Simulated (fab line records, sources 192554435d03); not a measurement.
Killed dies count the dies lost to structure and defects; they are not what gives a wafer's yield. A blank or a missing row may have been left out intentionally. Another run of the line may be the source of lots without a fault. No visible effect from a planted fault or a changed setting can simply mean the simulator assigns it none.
What tool caused it? / flow n5_finfet / 27 wafers from 11 lots sampled at 5 of the route's 1938 steps

== WHAT THE GAUGES SHOWED, per wafer ==
N5_BEOL_M3_THK_MEAS_53: measures by xrf.
lot=L470; measured=day 8 01:23; on=film_metro-02; M3_THK (nm)=39.1 38.6 40.2
lot=L472; measured=day 8 14:31; on=film_metro-01; M3_THK (nm)=40.7 42.5 43.4
lot=L473; measured=day 8 19:44; on=film_metro-01; M3_THK (nm)=40.2 39.2 41.0
lot=L474; measured=day 9 05:32; on=film_metro-02; M3_THK (nm)=43.0 45.7 40.7
lot=L475; measured=day 9 09:37; on=film_metro-01; M3_THK (nm)=42.9 41.6 44.7
lot=L476; measured=day 9 11:31; on=film_metro-02; M3_THK (nm)=38.6 36.9
lot=L480; measured=day 10 16:42; on=film_metro-02; M3_THK (nm)=43.9 44.0
lot=L481; measured=day 11 12:22; on=film_metro-02; M3_THK (nm)=43.0 43.1
lot=L483; measured=day 11 21:38; on=film_metro-02; M3_THK (nm)=41.7 38.7
lot=L485; measured=day 12 00:03; on=film_metro-02; M3_THK (nm)=163.3 42.3
lot=L487; measured=day 12 03:22; on=film_metro-01; M3_THK (nm)=152.2 42.2

== TOOL THAT RAN EACH LOT (tool first, then ch and the chambers of the sampled wafers, then the start) ==
lot=L470; N5_BEOL_M3_SPUTTER_86=pvd_sputter-01, day 7 23:30; N5_BEOL_M3_SPUTTER_90=pvd_sputter-01, day 7 23:56; N5_BEOL_M3_SPUTTER_94=pvd_sputter-01, day 8 00:23; N5_BEOL_M3_CMP_52=cmp-01 ch 0,1,2, day 8 01:12
lot=L472; N5_BEOL_M3_SPUTTER_86=pvd_sputter-01, day 8 12:36; N5_BEOL_M3_SPUTTER_90=pvd_sputter-01, day 8 13:02; N5_BEOL_M3_SPUTTER_94=pvd_sputter-01, day 8 13:29; N5_BEOL_M3_CMP_52=cmp-04 ch 0,1, day 8 14:13
lot=L473; N5_BEOL_M3_SPUTTER_86=pvd_sputter-01, day 8 17:34; N5_BEOL_M3_SPUTTER_90=pvd_sputter-01, day 8 18:01; N5_BEOL_M3_SPUTTER_94=pvd_sputter-01, day 8 18:27; N5_BEOL_M3_CMP_52=cmp-04 ch 1,3, day 8 19:26
lot=L474; N5_BEOL_M3_SPUTTER_86=pvd_sputter-01, day 9 03:39; N5_BEOL_M3_SPUTTER_90=pvd_sputter-01, day 9 04:05; N5_BEOL_M3_SPUTTER_94=pvd_sputter-01, day 9 04:32; N5_BEOL_M3_CMP_52=cmp-01 ch 0,1, day 9 05:17
lot=L475; N5_BEOL_M3_SPUTTER_86=pvd_sputter-02, day 9 06:59; N5_BEOL_M3_SPUTTER_90=pvd_sputter-02, day 9 07:26; N5_BEOL_M3_SPUTTER_94=pvd_sputter-02, day 9 07:52; N5_BEOL_M3_CMP_52=cmp-04 ch 0,1,3, day 9 09:19
lot=L476; N5_BEOL_M3_SPUTTER_86=pvd_sputter-03, day 9 09:38; N5_BEOL_M3_SPUTTER_90=pvd_sputter-03, day 9 10:05; N5_BEOL_M3_SPUTTER_94=pvd_sputter-03, day 9 10:31; N5_BEOL_M3_CMP_52=cmp-01 ch 0,3, day 9 11:14
lot=L480; N5_BEOL_M3_SPUTTER_86=pvd_sputter-02, day 10 14:49; N5_BEOL_M3_SPUTTER_90=pvd_sputter-02, day 10 15:15; N5_BEOL_M3_SPUTTER_94=pvd_sputter-02, day 10 15:41; N5_BEOL_M3_CMP_52=cmp-04 ch 0,1, day 10 16:29
lot=L481; N5_BEOL_M3_SPUTTER_86=pvd_sputter-01, day 11 10:30; N5_BEOL_M3_SPUTTER_90=pvd_sputter-01, day 11 10:56; N5_BEOL_M3_SPUTTER_94=pvd_sputter-01, day 11 11:23; N5_BEOL_M3_CMP_52=cmp-04 ch 1,2, day 11 12:13
lot=L483; N5_BEOL_M3_SPUTTER_86=pvd_sputter-03, day 11 19:45; N5_BEOL_M3_SPUTTER_90=pvd_sputter-03, day 11 20:11; N5_BEOL_M3_SPUTTER_94=pvd_sputter-03, day 11 20:38; N5_BEOL_M3_CMP_52=cmp-01 ch 2,3, day 11 21:23
lot=L485; N5_BEOL_M3_SPUTTER_86=pvd_sputter-01, day 11 22:09; N5_BEOL_M3_SPUTTER_90=pvd_sputter-01, day 11 22:35; N5_BEOL_M3_SPUTTER_94=pvd_sputter-01, day 11 23:02; N5_BEOL_M3_CMP_52=cmp-01 ch 0,1, day 11 23:45
lot=L487; N5_BEOL_M3_SPUTTER_86=pvd_sputter-01, day 12 01:28; N5_BEOL_M3_SPUTTER_90=pvd_sputter-01, day 12 01:55; N5_BEOL_M3_SPUTTER_94=pvd_sputter-01, day 12 02:21; N5_BEOL_M3_CMP_52=cmp-01 ch 0,2, day 12 03:04
- N5_BEOL_M3_SPUTTER_86: material Cu, target thk 4.5 nm, time 8.29 s.
- N5_BEOL_M3_SPUTTER_90: material Cu, target thk 4.5 nm, time 8.29 s.
- N5_BEOL_M3_SPUTTER_94: material Cu, target thk 4.5 nm, time 8.29 s.
- N5_BEOL_M3_CMP_52: polishes, stops on SiOC, t overpolish 6.8 s, target thk 40 nm.

== THE ANSWER, worked out from the rows above alone ==
Rule: what is usual is taken from the lots themselves. Put in order of their means at a reading, lots are off if they are a third of the lots or fewer, leave a main group of 4 or more, and stand apart from it by a gap of 3 or more times the standard deviation of the main group's means; of several such gaps the widest counts. Not used: any main group whose means are identical at the precision the tables above print for the reading. A lot without any number at a reading at which 4 lots or more have one is off too. All remaining lots with rows at the step are treated as sound.
Off: L485, L487, seen at N5_BEOL_M3_THK_MEAS_53 (M3_THK). The main group has a mean of 41.4 nm with a standard deviation of 2.
A tool fits if, at a process step before that reading, it ran every lot that is off, and no sound lot after the first of them. Gauges at N5_BEOL_M3_THK_MEAS_53: tried the same way as those tools. This does not decide it: 2 tools fit, namely pvd_sputter-01 at N5_BEOL_M3_SPUTTER_86 and N5_BEOL_M3_SPUTTER_90 and N5_BEOL_M3_SPUTTER_94 and cmp-01 at N5_BEOL_M3_CMP_52.

== WHAT WAS PUT IN BY THE SIMULATOR ==
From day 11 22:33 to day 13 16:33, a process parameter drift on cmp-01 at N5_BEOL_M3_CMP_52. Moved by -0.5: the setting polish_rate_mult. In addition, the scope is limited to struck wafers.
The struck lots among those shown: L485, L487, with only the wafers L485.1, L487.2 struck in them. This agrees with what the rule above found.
